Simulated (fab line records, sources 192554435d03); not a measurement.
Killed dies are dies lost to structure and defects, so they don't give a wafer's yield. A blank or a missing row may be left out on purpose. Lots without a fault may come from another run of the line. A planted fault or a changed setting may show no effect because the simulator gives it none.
Chamber matching | flow n5_finfet | N5_BEOL_M4_DEP_57 on pecvd-03: 3 sister chambers
The step deposits SiCN from 3MS/NH3, target thk 8 nm, time 14 s. 6 wafers are shown with their chamber, then 7 later ones without.

WAFERS WITH THEIR CHAMBER
wafer  | chamber | throttle_valve_pct (%) | rf_fwd_power_W (W)
L077.5 | 1       | 9.1                    | 198.2
L089.3 | 0       | 9.0                    | 200.3
L089.4 | 0       | 9.2                    | 201.2
L089.6 | 2       | 8.4                    | 200.6
L095.1 | 1       | 9.7                    | 198.8
L095.3 | 2       | 8.9                    | 201.2

WAFERS WITHOUT THEIR CHAMBER
wafer  | throttle_valve_pct (%) | rf_fwd_power_W (W)
L095.5 | 9.0                    | 200.6
L097.2 | 9.4                    | 198.4
L097.3 | 9.0                    | 200.4
L097.4 | 8.8                    | 200.5
L096.2 | 8.8                    | 200.4
L096.4 | 9.7                    | 199.2
L096.6 | 8.8                    | 200.0

WHICH CHAMBER EACH WENT THROUGH
wafer  | from the rows above          | in truth
L095.5 | can't be placed: 0 or 2      | 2
L097.2 | 1                            | 1
L097.3 | can't be placed: 0 or 2      | 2
L097.4 | can't be placed: 2 or 0      | 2
L096.2 | can't be placed: 2 or 0      | 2
L096.4 | can't be placed: 1 or 0      | 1
L096.6 | can't be placed: 0 or 2 or 1 | 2
Placed correctly: 1 of 7. Can't be placed from these rows: 6 (the true chamber is among the candidates in 6). Placed wrongly: 0.
How it was worked out, from the rows above alone: a wafer's distance from a chamber is the root of the sum, over the readings, of the square of ((its reading less the chamber's mean) divided by the reading's scatter). The wafer belongs to the nearest chamber; if the next one is less than 2 further off, it can't be placed. A chamber's mean is the mean of its shown wafers. The scatter: the root of (the sum of the squares of (reading less its chamber's mean) over the shown wafers, divided by (wafers less chambers)).
